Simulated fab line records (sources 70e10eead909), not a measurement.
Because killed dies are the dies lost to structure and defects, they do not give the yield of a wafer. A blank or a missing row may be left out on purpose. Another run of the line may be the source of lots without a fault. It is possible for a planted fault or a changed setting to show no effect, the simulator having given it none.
A lot that was struck, set against a sound lot || flow nand_harc || 14 steps out of a route of 1302
Sound: the wafers L310.2, L310.5, L310.6. The struck wafers were L324.2, L324.4, L324.6. The cause is given at the end.
Per side, at each step with rows, come the tool, then ch with its chambers, and then its first start. Under that, the readings that differ: sound wafers || struck wafers || difference of the means || sigmas: that difference in standard deviations of wafers without a fault.
alike: readings whose means differ by less than 2 such deviations, and words and numbers that are the same on both sides. not compared: withheld readings, readings that some wafer has no value for, bounds like >300 that may hide the same value, and numbers for which the record gives no deviation and whose values overlap.
The two part at a step that has a row with sigmas, a row that says differs or no value, or rows on one side only. Numbers that don't overlap but have no deviation are shown without sigmas and don't part them. A reading that every wafer of one side lacks parts them only if that side has two wafers or more.

first, 2 steps without rows for these wafers: NHARC_A_CHANNEL_HOLE_D2_STRIP_42 (strips in CF4/CHF3); NHARC_A_CHANNEL_HOLE_D2_STRIP_43 (strips in O2/COS).
NHARC_A_CHANNEL_HOLE_D2_ETCH_44: etches the open film in CF4/O2, target depth 140 nm, overetch 14 nm, time 77 s.
  sound on rie_diel-03 ch 0,1, day 14 06:50; struck on rie_diel-09 ch 0,2,3, day 20 10:02
  alike: drypump_motor_current_A, oes_f_703_au, oes_product_au, rf_vpp_V, showerhead_plenum_p_Torr, throttle_valve_pct
  not compared: rf_hours_counter_h
NHARC_A_CHANNEL_HOLE_D2_STRIP_28: strips in O2.
  sound on rie_diel-03 ch 0,1,2; struck on rie_diel-09 ch 0,1,3
  alike: drypump_motor_current_A, oes_product_au, rf_vpp_V, showerhead_plenum_p_Torr, throttle_valve_pct
  not compared: rf_hours_counter_h
then, 2 steps without rows for these wafers: NHARC_A_CHANNEL_HOLE_D2_PRECLEAN_29 (cleans in SC1); NHARC_A_CHANNEL_HOLE_D2_SRD_30.
NHARC_A_CHANNEL_HOLE_D2_CD_MEAS_31:
  sound on cd_sem-02, day 14 07:41; struck on cd_sem-03, day 20 10:51
  alike: cd_nm
NHARC_A_CHANNEL_HOLE_D2_XSEM_32:
  sound on xsem-02 ch 0, day 14 07:46; struck on xsem-01 ch 0, day 20 10:56
  alike: bot_cd_nm, bow_nm, tilt_deg
NHARC_A_CHANNEL_HOLE_D2_INSPECT_40:
  sound on defect_inspect-02, day 14 07:52; struck on defect_inspect-02, day 20 11:02
  alike: raw_defect_count
then, 2 steps without rows for these wafers: NHARC_A_CHANNEL_FILL_D2_PRECLEAN_00 (cleans in SC1); NHARC_A_CHANNEL_FILL_D2_SRD_01.
NHARC_A_CHANNEL_FILL_D2_ALD_02: deposits SiO2, target thk 6 nm, pulse time 10 s, ald cycles 60.
  sound on ald_hk-03 ch 0,2,3, day 14 08:16; struck on ald_hk-01 ch 0,2,3, day 20 11:18
  alike: ald_cycles, heater_power_w, precursor_pulse_height_rel
NHARC_A_CHANNEL_FILL_D2_ALD_03: deposits SiNx, target thk 6 nm, pulse time 60 s, ald cycles 58.
  sound on ald_sin_batch-01 ch 0, day 14 11:29; struck on ald_sin_batch-02 ch 0, day 20 14:40
{"reading": "ald_cycles", "sound": "58 58 58", "struck": "83 83 83", "difference": "+25", "sigmas": ""}
  alike: precursor_pulse_height_rel
NHARC_A_CHANNEL_FILL_D2_ALD_14: deposits SiO2, target thk 2.5 nm, pulse time 10 s, ald cycles 25.
  sound on ald_hk-03 ch 0,3, day 14 15:04; struck on ald_hk-01 ch 1,3, day 20 18:13
  alike: ald_cycles, heater_power_w, precursor_pulse_height_rel

== WHERE THEY PART ==
Nowhere in this record.

WHY: the cause the simulator had injected
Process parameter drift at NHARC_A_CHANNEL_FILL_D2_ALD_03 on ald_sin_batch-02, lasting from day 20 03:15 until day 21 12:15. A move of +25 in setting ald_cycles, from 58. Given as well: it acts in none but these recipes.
